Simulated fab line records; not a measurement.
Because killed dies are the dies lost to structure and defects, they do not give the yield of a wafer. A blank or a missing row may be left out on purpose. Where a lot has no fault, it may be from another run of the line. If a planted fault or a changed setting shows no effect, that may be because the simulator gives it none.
Matching of chambers | flow n5-finfet | N5_FIN_CUT_CUT_ETCH_28 on rie-si-06 has 4 sister chambers
The step etches Si in HBr/Cl2/O2, target depth 6 nm, time 2.4 s. 22 wafers are shown with their chamber, then 11 later ones without.

WAFERS, EACH WITH ITS CHAMBER
wafer  | chamber | drypump-motor-current-A (A) | oes-product-au (a.u.) | HBr_flow_sccm (sccm)
L074.1 | 3       | 5.3                         | 0.969                 | 150.2
L074.3 | 2       | 5.6                         | 1.015                 | 149.9
L074.6 | 3       | 5.3                         | 0.968                 | 150.1
L076.4 | 0       | 5.9                         | 0.995                 | 149.9
L076.5 | 3       | 5.3                         | 0.962                 | 149.8
L076.6 | 0       | 5.9                         | 0.987                 | 149.8
L081.2 | 1       | 5.6                         | 1.002                 | 149.9
L081.3 | 2       | 5.6                         | 1.009                 | 149.9
L081.6 | 1       | 5.6                         | 1.007                 | 149.8
L083.2 | 3       | 5.3                         | 0.978                 | 150.1
L083.3 | 0       | 5.9                         | 0.996                 | 149.5
L083.5 | 1       | 5.7                         | 1.000                 | 150.5
L084.2 | 1       | 5.6                         | 1.007                 | 149.4
L084.3 | 0       | 5.9                         | 0.998                 | 150.2
L084.5 | 0       | 5.9                         | 1.003                 | 150.0
L086.2 | 3       | 5.3                         | 0.974                 | 149.3
L086.3 | 0       | 5.9                         | 0.990                 | 150.4
L086.6 | 0       | 5.9                         | 0.985                 | 150.3
L089.1 | 1       | 5.7                         | 1.001                 | 149.1
L089.3 | 2       | 5.6                         | 1.010                 | 150.3
L089.5 | 2       | 5.6                         | 1.023                 | 150.1
L090.4 | 0       | 5.9                         | 0.994                 | 149.2

SIGNATURES (means of the wafers above)
reading                 | chamber 0 | chamber 1 | chamber 2 | chamber 3 | scatter within a chamber
drypump-motor-current-A | 5.900     | 5.640     | 5.600     | 5.300     | 0.0258
oes-product-au          | 0.99350   | 1.00340   | 1.01425   | 0.97020   | 0.00559
HBr_flow_sccm           | 149.912   | 149.740   | 150.050   | 149.900   | 0.405
Rule: distance of a wafer from a chamber = root of the sum over the readings of ((wafer's reading minus chamber's mean) / reading's scatter) squared. If the next closest chamber is less than 2 further off than the closest, the wafer can't be placed; otherwise it belongs to the closest. The scatter: take each reading less its chamber's mean, square it, sum over the shown wafers, divide by the number of wafers less the number of chambers, and take the root.

WAFERS WITHOUT THEIR CHAMBER
wafer  | drypump-motor-current-A (A) | oes-product-au (a.u.) | HBr_flow_sccm (sccm)
L090.5 | 5.9                         | 0.996                 | 148.9
L090.6 | 5.3                         | 0.968                 | 149.3
L091.2 | 5.6                         | 1.024                 | 149.7
L091.4 | 5.9                         | 0.997                 | 149.5
L091.6 | 5.9                         | 0.985                 | 149.5
L095.2 | 5.6                         | 1.000                 | 150.3
L095.5 | 5.9                         | 0.995                 | 149.9
L095.6 | 5.6                         | 1.002                 | 150.1
L097.3 | 5.9                         | 1.000                 | 150.5
L097.4 | 5.6                         | 1.007                 | 150.4
L097.5 | 5.6                         | 1.010                 | 149.5

WHICH CHAMBER EACH WENT THROUGH
wafer  | from the rows above     | in truth
L090.5 | 0                       | 0
L090.6 | 3                       | 3
L091.2 | 2                       | 2
L091.4 | 0                       | 0
L091.6 | 0                       | 0
L095.2 | can't be placed: 1 or 2 | 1
L095.5 | 0                       | 0
L095.6 | can't be placed: 1 or 2 | 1
L097.3 | 0                       | 0
L097.4 | can't be placed: 2 or 1 | 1
L097.5 | can't be placed: 2 or 1 | 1
7 of 11 placed correctly. Cannot be placed on the basis of these rows: 4; the candidates contain the true chamber in 4. Placed wrongly: 0.
